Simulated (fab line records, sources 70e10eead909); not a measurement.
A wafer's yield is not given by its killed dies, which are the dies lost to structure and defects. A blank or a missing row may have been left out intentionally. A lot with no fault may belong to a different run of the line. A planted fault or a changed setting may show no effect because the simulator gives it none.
fab line records	flow nand_harc
record: lots: 5	wafers: 15	last_day: 33
route steps=1302 shown A_DECK1_JOINT@527 A_ONON_D2@545 END@1302
lots that met no fault: from a run of the same line without faults
start_h: start of the lot's first displayed wafer, in hours after the record's first day	wait_h: hours from the lot's prior step to this one	" the same as in the row above	L1.1+2: several wafers, shown together as one row	- value missing, or start not given	* or withheld: withheld	< > ~ a bound
route shown NAME@n: a module of which the file shows steps, and the number in the route of the first	usual: the fault-free wafers' mean and standard deviation	same: alike in all rows	chamber/n: place in a boat	sites: readings site by site	_std_site: how widely they spread, as a standard deviation	_edge_site: mean of outer sites minus mean of inner sites	radius_mm: for every site, how far away it sits from the centre of the wafer	mask NAME#n: copy n	behind: tool/chamber where the wafer was last shaped	hold: what put the lot on hold/how long, in hours/how the hold closed	device: transistor that didn't switch, given as n, p or np	end of line: at the end of the route, the tests of the same wafers	a step with no rows: only its recipe	killed: dies that structure and defects cost at the first sort, which is not the same as the wafer's yield	map: a wafer's dies, x killed, . not, _ none there
set.NAME: the setting as run; set.NAME@STEP: as run at that earlier step	model.NAME: the simulator's own value behind a step, which no gauge read
certain route steps with their lots: each step a table, each wafer a row
services: from which hour (start_h, from the record's first day; less than 0 if before it) a tool's chamber was out of use, for how many hours, and why
== steps ==
step: NHARC_A_DECK1_JOINT_CMP_13
recipe: target_thk_nm: 51.023
usual: motor_current_A: 12.1/1	time_to_endpoint_s: 8.2/2.8
lot.wafer	tool	chamber	start_h	wait_h	motor_current_A	time_to_endpoint_s
L163.3	cmp-02	0	308.98	0.4	10.4	8.1
L163.4	"	2	"	"	12.5	5.6
L163.5	"	0	"	"	10.0	12.1
L164.3	cmp-02	3	327.55	0.4	10.7	10.9
L164.2	"	0	"	"	10.6	11.9
L164.6	"	3	"	"	10.7	8.2
L173.1	cmp-02	3	423.42	0.4	11.5	11.6
L173.3	"	2	"	"	12.1	9.3
L173.6	"	0	"	"	10.5	13.5
L175.3	cmp-02	0	443.48	0.4	10.3	14.9
L175.4	"	2	"	"	12.4	8.7
L175.2	"	3	"	"	10.9	9.4
L178.4	cmp-01	3	476.42	0.4	11.1	9.2
L178.3	"	2	"	"	13.6	6.6
L178.5	"	0	"	"	13.2	9.4
step: NHARC_A_DECK1_JOINT_THK_MEAS_14
recipe: thk_meas_gauge: ellipsometry
usual: thk_nm: 50.7/1.7
lot.wafer	tool	chamber	start_h	wait_h	thk_nm
L163.3	film_metro-01	-	309.24	0.2	53.5
L163.4	"	-	"	"	48.3
L163.5	"	-	"	"	50.1
L164.2	film_metro-02	-	327.81	0.2	52.5
L164.3	"	-	"	"	50.4
L164.6	"	-	"	"	51.3
L173.1	film_metro-02	-	423.68	0.2	51.5
L173.3	"	-	"	"	48.5
L173.6	"	-	"	"	50.6
L175.2	film_metro-01	-	443.73	0.2	51.3
L175.3	"	-	"	"	49.4
L175.4	"	-	"	"	50.3
L178.3	film_metro-01	-	476.67	0.2	49.6
L178.4	"	-	"	"	49.8
L178.5	"	-	"	"	51.7
step: NHARC_A_DECK1_JOINT_SRD_04
step: NHARC_A_DECK1_JOINT_ETCHBACK_00
recipe: target_depth_a: 300	time_s: 17.4	hbr_flow_sccm: 150	rf_w: 350	icp_w: 350	bias_w: 60	chemistry: HBr
usual: chamber_pressure_mTorr: 15.000/0.013	drypump_motor_current_A: 5.6/0.54	oes_product_au: 1.003/0.011	throttle_valve_pct: 23.265/0.0088
lot.wafer	tool	chamber	start_h	wait_h	chamber_pressure_mTorr	drypump_motor_current_A	oes_product_au	rf_hours_counter_h	throttle_valve_pct
L163.3	rie_si-03	0	309.36	0.1	14.988	5.4	1.009	0.5	23.264
L163.4	"	1	"	"	14.980	5.4	1.006	-	23.275
L163.5	"	2	"	"	14.992	5.5	1.020	-	23.257
L164.3	rie_si-05	2	327.95	0.1	14.998	6.5	0.999	0.1	23.250
L164.2	"	0	"	"	14.985	5.8	0.996	0.0	23.265
L164.6	"	1	"	"	14.996	5.1	0.991	-	23.273
L173.1	rie_si-01	1	423.81	0.1	15.001	5.9	0.990	0.4	23.265
L173.3	"	0	"	"	14.986	4.7	0.996	0.3	23.259
L173.6	"	2	"	"	14.990	4.9	1.027	-	23.253
L175.3	rie_si-01	1	443.87	0.1	15.012	6.0	0.995	0.5	23.260
L175.2	"	2	"	"	15.007	4.9	1.020	0.4	23.280
L175.4	"	3	"	"	14.992	6.4	1.018	0.4	23.269
L178.3	rie_si-05	0	476.80	0.1	15.002	5.9	0.995	1.1	23.264
L178.4	"	3	"	"	15.001	5.5	0.997	1.1	23.265
L178.5	"	1	"	"	14.992	5.1	0.990	-	23.271
step: NHARC_A_DECK1_JOINT_PRECLEAN_30
recipe: time_s: *	temp_c: 50	bath_age_min: 0	chemistry: SC1
step: NHARC_A_DECK1_JOINT_SRD_31
step: NHARC_A_DECK1_JOINT_CVD_34
recipe: target_thk_a: 200	temp_c: 700	pressure_mtorr: 300	material: SiNx
step: NHARC_A_DECK1_JOINT_DEP_06
recipe: target_thk_a: 800	temp_c: 65	material: SiOx
step: NHARC_A_DECK1_JOINT_CURE_26
recipe: temp_c: 150	time_s: 32	pressure_atm: 0.395
step: NHARC_A_DECK1_JOINT_ANNEAL_27
recipe: temp_c: 400	time_s: 3600	idle_temp_c: 300	ramp_up_c_per_min: 10	densification_p_h2o_torr: 640
step: NHARC_A_DECK1_JOINT_ANNEAL_28
recipe: temp_c: 500	time_s: 1800	idle_temp_c: 400	ramp_up_c_per_min: 10	densification_p_h2o_torr: 640
step: NHARC_A_DECK1_JOINT_ANNEAL_29
recipe: temp_c: 750	time_s: 1800	idle_temp_c: 500	ramp_up_c_per_min: 10	ramp_down_c_per_min: 3
step: NHARC_A_DECK1_JOINT_CMP_02
recipe: material: SiOx
usual: motor_current_A: 12.2/0.95
lot.wafer	tool	chamber	start_h	wait_h	motor_current_A
L163.4	cmp-01	1	329.35	0.4	12.9
L163.3	"	2	"	"	13.6
L163.5	"	1	"	"	12.2
L164.2	cmp-01	1	355.36	0.4	13.8
L164.3	"	2	"	"	13.5
L164.6	"	1	"	"	13.2
L173.3	cmp-02	1	447.79	0.4	13.1
L173.1	"	2	"	"	12.1
L173.6	"	3	"	"	10.7
L175.2	cmp-04	2	465.97	0.4	12.2
L175.3	"	0	"	"	11.5
L175.4	"	1	"	"	12.8
L178.3	cmp-04	1	499.14	0.4	13.5
L178.4	"	0	"	"	12.2
L178.5	"	2	"	"	11.6
step: NHARC_A_DECK1_JOINT_SRD_15
step: NHARC_A_DECK1_JOINT_DEP_16
recipe: target_thk_a: 450	temp_c: 400	pressure_torr: 6.5	rf_w: 900	teos_flow_sccm: 161.4	flow_sccm: 2650	target_thk_nm: 45	gas: O2	material: SiO2
usual: heater_power_w: 564/71	showerhead_vpp_V: 1852/72	throttle_valve_pct: 16.1/0.4
lot.wafer	tool	chamber	start_h	wait_h	heater_power_w	showerhead_vpp_V	throttle_valve_pct
L163.3	pecvd-02	0	329.75	0.1	646	1882	16.1
L163.4	"	0	"	"	652	1918	16.0
L163.5	"	2	"	"	495	1823	16.7
L164.2	pecvd-01	1	355.75	0.1	507	1854	15.5
L164.3	"	2	"	"	632	1888	16.2
L164.6	"	2	"	"	625	1911	16.0
L173.1	pecvd-01	0	448.16	0.1	525	1997	15.8
L173.3	"	1	"	"	419	1828	15.6
L173.6	"	0	"	"	507	2007	16.0
L175.2	pecvd-02	0	466.40	0.1	549	1859	16.1
L175.3	"	2	"	"	495	1828	16.4
L175.4	"	0	"	"	543	1873	15.9
L178.3	pecvd-02	2	499.67	0.2	499	1803	16.2
L178.5	"	2	"	"	510	1781	16.6
L178.4	"	0	"	"	658	1867	16.0
step: NHARC_A_DECK1_JOINT_THK_MEAS_17
recipe: thk_meas_gauge: ellipsometry
usual: thk_nm: 45.2/1.2
lot.wafer	tool	chamber	start_h	wait_h	thk_nm
L163.3	film_metro-01	-	330.02	0.3	43.8
L163.4	"	-	"	"	46.3
L163.5	"	-	"	"	46.4
L164.2	film_metro-02	-	356.00	0.2	44.5
L164.3	"	-	"	"	44.9
L164.6	"	-	"	"	45.0
L173.1	film_metro-02	-	448.41	0.2	43.8
L173.3	"	-	"	"	43.2
L173.6	"	-	"	"	44.8
L175.2	film_metro-02	-	466.73	0.3	44.5
L175.3	"	-	"	"	44.0
L175.4	"	-	"	"	43.1
L178.3	film_metro-01	-	499.95	0.3	46.5
L178.4	"	-	"	"	44.7
L178.5	"	-	"	"	44.8
step: NHARC_A_DECK1_JOINT_INSPECT_05
usual: raw_defect_count: 314/110
lot.wafer	tool	chamber	start_h	wait_h	raw_defect_count
L163.3	defect_inspect-02	-	330.06	0.0	239
L163.4	"	-	"	"	296
L163.5	"	-	"	"	637
L164.2	defect_inspect-01	-	356.04	0.0	1314
L164.3	"	-	"	"	239
L164.6	"	-	"	"	1249
L173.1	defect_inspect-02	-	448.45	0.0	512
L173.3	"	-	"	"	367
L173.6	"	-	"	"	209
L175.2	defect_inspect-01	-	466.76	0.0	679
L175.3	"	-	"	"	474
L175.4	"	-	"	"	432
L178.3	defect_inspect-02	-	499.98	0.0	109
L178.4	"	-	"	"	184
L178.5	"	-	"	"	128
step: NHARC_A_ONON_D2_DEP_00
recipe: target_thk_a: 10000	n2_flow_sccm: 2750	n2o_flow_sccm: 2000	nh3_flow_sccm: 500	sih4_flow_sccm: 210	temp_c: 400
step: NHARC_END_SORT_01
recipe: temp_c: 25
usual: killed_at_array: 65/19	killed_at_other: 0.9/1.1	killed_at_periphery: 3.5/2.3	killed_dies: 69/19	killed_open: 3.2/1.8	killed_short: 2.4/1.5
same: gross_dies: 677
lot.wafer	tool	chamber	start_h	wait_h	killed_at_array	killed_at_other	killed_at_periphery	killed_dies	killed_open	killed_short
L164.2	prober-01	0	640.74	2.8	515	0	6	521	2	1
L164.3	prober-01	0	641.54	3.1	69	0	3	72	3	3
L164.6	prober-01	0	643.94	4.0	506	0	2	508	3	1
L175.2	prober-02	0	772.94	2.8	73	4	6	83	5	2
L175.3	prober-02	0	773.73	3.1	75	5	2	82	4	3
L175.4	prober-02	0	774.53	3.4	77	5	1	83	1	4
L178.3	prober-02	0	794.87	3.1	54	0	2	56	5	2
L178.4	prober-02	0	795.66	3.4	62	0	1	63	2	6
L178.5	prober-02	0	796.45	3.7	59	1	2	62	2	1
killed by level:class
L164.2 A_DECK1_JOINT:unspecified=467 A_CHANNEL_HOLE_D1:chamber_film_flake=29 A_CHANNEL_HOLE_D2:chamber_film_flake=8 A_CONTACT:chamber_film_flake=5 P_GATE:chamber_film_flake=3 P_M1:chamber_film_flake=2 A_SLIT:chamber_film_flake=2 P_CONTACT:geometric_particle:open=1
L164.3 A_CHANNEL_HOLE_D1:chamber_film_flake=36 A_CHANNEL_HOLE_D2:chamber_film_flake=16 A_STAIRCASE:chamber_film_flake=4 A_CONTACT:chamber_film_flake=4 A_SLIT:chamber_film_flake=2 P_GATE:geometric_particle:open=1 P_CONTACT:geometric_particle:open=1 A_CHANNEL_HOLE_D1:geometric_particle:open=1
L164.6 A_DECK1_JOINT:unspecified=468 A_CHANNEL_HOLE_D1:chamber_film_flake=18 A_CHANNEL_HOLE_D2:chamber_film_flake=10 A_CONTACT:chamber_film_flake=3 P_CONTACT:geometric_particle:open=1 A_WL_FILL:geometric_particle:open=1 A_WL_FILL:geometric_particle:short=1 A_M0:geometric_particle:open=1
L175.2 A_CHANNEL_HOLE_D1:chamber_film_flake=38 A_CHANNEL_HOLE_D2:chamber_film_flake=19 A_CONTACT:chamber_film_flake=5 THIN_TSV:chamber_film_flake=4 A_SLIT:chamber_film_flake=4 P_CONTACT:chamber_film_flake=2 P_CONTACT:geometric_particle:open=1 A_CHANNEL_FILL_D2:geometric_particle:short=1
L175.3 A_CHANNEL_HOLE_D2:chamber_film_flake=28 A_CHANNEL_HOLE_D1:chamber_film_flake=27 A_CONTACT:chamber_film_flake=7 A_SLIT:chamber_film_flake=5 THIN_TSV:chamber_film_flake=4 A_DECK1_JOINT:chamber_film_flake=2 A_ONON_D1:geometric_particle:short=1 A_CHANNEL_FILL_D1:geometric_particle:open=1
L175.4 A_CHANNEL_HOLE_D1:chamber_film_flake=34 A_CHANNEL_HOLE_D2:chamber_film_flake=23 A_SLIT:chamber_film_flake=5 THIN_TSV:chamber_film_flake=5 A_CONTACT:chamber_film_flake=4 A_ONON_D2:geometric_particle:short=2 A_WL_FILL:chamber_film_flake=2 A_CHANNEL_FILL_D1:geometric_particle:open=1
L178.3 A_SLIT:chamber_film_flake=33 A_CONTACT:chamber_film_flake=7 A_CHANNEL_HOLE_D2:chamber_film_flake=3 A_STAIRCASE:chamber_film_flake=3 A_CHANNEL_FILL_D2:geometric_particle:open=2 A_WL_FILL:geometric_particle:open=2 A_CHANNEL_HOLE_D1:unspecified=2 P_M0:geometric_particle:short=1
L178.4 A_SLIT:chamber_film_flake=36 A_CONTACT:chamber_film_flake=12 A_WL_FILL:geometric_particle:short=3 A_CHANNEL_HOLE_D1:unspecified=2 A_CHANNEL_HOLE_D1:chamber_film_flake=2 A_CHANNEL_HOLE_D2:chamber_film_flake=2 A_ONON_D1:geometric_particle:short=1 A_CHANNEL_FILL_D1:geometric_particle:short=1
L178.5 A_SLIT:chamber_film_flake=28 A_CONTACT:chamber_film_flake=13 A_STAIRCASE:chamber_film_flake=7 A_CHANNEL_HOLE_D1:unspecified=3 P_GATE:chamber_film_flake=2 A_CHANNEL_HOLE_D2:chamber_film_flake=2 A_WL_FILL:chamber_film_flake=2 A_CHANNEL_FILL_D2:geometric_particle:open=1
map L164.2 (x killed, . not)
____________.____________
_________x.xxx.._________
_______...xx.x.xxx_______
______xxxx.xxxxx..x______
_____x.x..xxxx...xxx_____
____xxxxxx.xxxxxx.xxx____
____x.xxxxxxxxxxxx.xx____
___xxxx.xxx...x.x.xxxx___
___xxxxxx.xx.xxx.xx.xx___
__xxxx.x..x.xx...xxx.xx__
__xxxx..xx..xxxxxxxxxxx__
_.xxxxxx.xxxx.x.xxx.xxxx_
_xxxx.xx.x.xxxxxxxxxxxxx_
_xxxxxxx..x..xxxxxxxxxxx_
_xx.xx.xxxxxxx.x.x.xx.xx_
_x.xxx.xxxxx.xx....xx.xx_
.xxxxxxxxxxx...xxxxxxx...
x.xxx.xxxxxx.xxxxxx.x...x
xx.xxxxxxxxxxxxx.xxx..xxx
xxx.xxxxxxxxxxx.xx..xxxxx
xxxxxxxxxxxx.xxxxxxxxxxxx
_xxx.xxxxxx.xxxx..x.xxxx_
_xxx.xxxxxxx.x.xxxxx.x.x_
_xx..xxxxxxxxxxxx..x.xx._
_xxxxx.xxxxxxx...x.xxxxx_
_....x.xx.xx..x.xxxx.xxx_
__.x.xxxxxxxxxxxxxxxxx.__
__xxxxx..xxxxxxx.xx.xxx__
___x...x..xxxxxx.xx.xx___
___xxxxxxxxxxxxxx.xxxx___
____xxxx.xx.x.xx.xxx.____
____xxxxx.xxxx..xxx.x____
_____xxxxx.xxxxxx.x._____
______xxxxxx.x.x.xx______
_______.xxxxxxxx.x_______
_________xxxxxxx_________
____________x____________
map L163.5 (x killed, . not)
____________.____________
_________......._________
_______.......x..._______
______.........x...______
_____.....x........._____
____.................____
____.........x.......____
___...................___
___...................___
__............x........__
__.....................__
_..........x............_
_...........x.........x._
_.........x............._
_..........xxx.........._
_.......x...x.........x._
..........x..............
.......x.x.x.............
x....x.x.x...............
.......x.xx.x............
.....x.xxxxx.........x...
_....xxxxxx...x........._
_...x.xxxxxxx..........._
_......xxxx.x..........._
_....xx.xx.............._
_........x..x.x........x_
__....x.x.xx...........__
__........x............__
___......x............___
___...................___
____..x.x............____
____.............x...____
_____..x............_____
______.......x.....______
_______..........._______
_________......._________
____________.____________
== services ==
tool	chamber	start_h	hours	kind
pecvd-01	-	296.58	1.5	repair
rie_si-05	-	305.00	9.0	pm
cmp-04	-	307.03	4.0	pm
pecvd-01	-	311.22	13.0	pm
cmp-04	-	324.17	5.4	repair
pecvd-02	1	331.67	18.1	repair
cmp-02	-	333.00	4.0	pm
cmp-04	-	345.63	0.6	repair
cmp-02	-	349.91	0.9	repair
cmp-02	-	357.93	58.3	repair
cmp-04	-	368.56	0.6	repair
rie_si-01	-	370.02	9.0	pm
cmp-01	-	381.63	4.0	pm
cmp-01	-	390.36	0.3	repair
cmp-04	-	405.03	4.0	pm
pecvd-02	-	408.09	13.0	pm
cmp-02	-	431.00	4.0	pm
cmp-01	-	433.30	2.4	repair
pecvd-02	-	439.73	0.7	repair
pecvd-02	1	462.07	10.2	repair
cmp-01	-	479.63	4.0	pm
rie_si-05	-	482.00	9.0	pm
cmp-01	-	485.35	1.5	repair
pecvd-01	0	491.00	11.1	repair
== key ==
first_sign: step: NHARC_A_DECK1_JOINT_INSPECT_05	reading: raw_defect_count	direction: up	sigmas: 8.7	usual: 314	struck: 1282
effect: step: NHARC_END_SORT_01	reading: killed_at_array	direction: up	sigmas: 23	usual: 65	struck: 510
more_kills_born_at: NHARC_A_DECK1_JOINT_CMP_02@cmp-01: 935
met_at NHARC_A_DECK1_JOINT_CMP_02
struck_wafers L164.2,L164.6
tester_left_out L164
onset_between 329.35 355.36
fault: kind: chamber_particle_source	tool: cmp-01	chamber: 1	onset_h: 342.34	steps: NHARC_A_DECK1_JOINT_CMP_02	rate_per_visit_cm2: 1.4519	end_h: 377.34
tester_left_out: of these lots the tester's yield and bins aren't shown, on N5 and GAA mostly nor the transistor test; their killed dies are dies lost to structure and defects alone, not to doping, threshold or leakage, so they don't give the yield
